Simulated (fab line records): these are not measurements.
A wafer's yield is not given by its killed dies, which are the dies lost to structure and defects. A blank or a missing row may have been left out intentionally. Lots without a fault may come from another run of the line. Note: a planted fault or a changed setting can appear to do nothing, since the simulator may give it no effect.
Comparing a struck lot with a sound one -- flow nand-harc -- 17 steps out of a route of 1159
Sound: these wafers, L462.1, L462.5, L462.6. Wafers L473.1, L473.2, L473.6 were the ones struck. Last of all comes the cause.
Each step with rows lists, per side, the tool, then ch with its chambers, then its first start. Under that, the readings that differ: sound wafers -- struck wafers -- difference of the means -- sigmas: that difference in standard deviations of wafers without a fault.
alike: words and numbers the same on both sides, and readings whose means are apart by under 2 such deviations; not compared: readings that were withheld, readings missing a value for some wafer, numbers with overlapping values and no deviation given by the record, and bounds like >300 which may hide the same value.
The two part at a step that has a row with sigmas, a row that says differs or no value, or rows on one side only. Numbers that don't overlap but have no deviation are shown without sigmas and don't part them. A reading missing from all wafers of one side parts the sides only when that side holds two or more wafers.

NHARC_P_GATE_CD_MEAS_46 targets a cd of 720 nm.
  sound on cd-sem-02 ch 0, day 5 13:56; struck on cd-sem-02 ch 0, day 8 16:38
  alike: cd-nm
then, 1 step without rows for these wafers: NHARC_P_GATE_HARDBAKE_47 (time 80 s).
NHARC_P_GATE_DESCUM_48: chemistry O2, time 3 s.
  sound on rie-diel-05 ch 0,1,2, day 5 14:07; struck on rie-diel-01 ch 0,2,3, day 8 16:49
  alike: drypump-motor-current-A, mfc-ar-sccm, oes-product-au, rf-vpp-V, showerhead-plenum-p-Torr, throttle-valve-pct
  not compared: rf-hours-counter-h
following that, these wafers have no rows for 1 step: NHARC_P_GATE_IMPLANT_49.
NHARC_P_GATE_STRIP_111: strips in N2/H2, time 250 s.
  sound on plasma-asher-02 ch 0,1, day 5 14:28; struck on plasma-asher-01 ch 0,1, day 8 17:10
  alike: drypump-motor-current-A, heater-power-w
  not compared: rf-hours-counter-h
NHARC_P_GATE_STRIP_75: strips in O2.
  sound on plasma-asher-02 ch 0,1, day 5 14:46; struck on plasma-asher-01 ch 0,1, day 8 17:28
  alike: drypump-motor-current-A, heater-power-w
  not compared: rf-hours-counter-h
then, 6 steps without rows for these wafers: NHARC_P_GATE_STRIP_50 (strips in SPM, time 900 s); NHARC_P_GATE_DEHYDRATE_51 (time 120 s); NHARC_P_GATE_HMDS_52 (time 30 s); NHARC_P_GATE_COAT_53; NHARC_P_GATE_SOFTBAKE_54 (time 95 s); NHARC_P_GATE_EBR_55.
NHARC_P_GATE_EXPOSE_56: exposes mask P PSD, target cd 720 nm.
  sound on krf-scanner-01 ch 0, day 5 15:32; struck on krf-scanner-01 ch 0, day 8 18:14
reading,sound,struck,difference,sigmas
mask,P_PSD#0 P_PSD#0 P_PSD#0,P_NSD#0 P_NSD#0 P_NSD#0,differs,
  alike: reticle-temp-C
then, 2 steps without rows for these wafers: NHARC_P_GATE_PEB_57 (peb time 85 s); NHARC_P_GATE_DEVELOP_58 (time 70 s).
NHARC_P_GATE_CD_MEAS_59 targets a cd of 720 nm.
  sound on cd-sem-03 ch 0, day 5 15:42; struck on cd-sem-02 ch 0, day 8 18:23
reading,sound,struck,difference,sigmas
cd-nm (nm),718.9 719.6 720.4,- - -,no value on the struck wafers,
then, 1 step without rows for these wafers: NHARC_P_GATE_HARDBAKE_60 (time 80 s).

== WHERE THEY PART ==
First at NHARC_P_GATE_EXPOSE_56; last, within this record, at NHARC_P_GATE_CD_MEAS_59.

WHY: what had been put in by the simulator
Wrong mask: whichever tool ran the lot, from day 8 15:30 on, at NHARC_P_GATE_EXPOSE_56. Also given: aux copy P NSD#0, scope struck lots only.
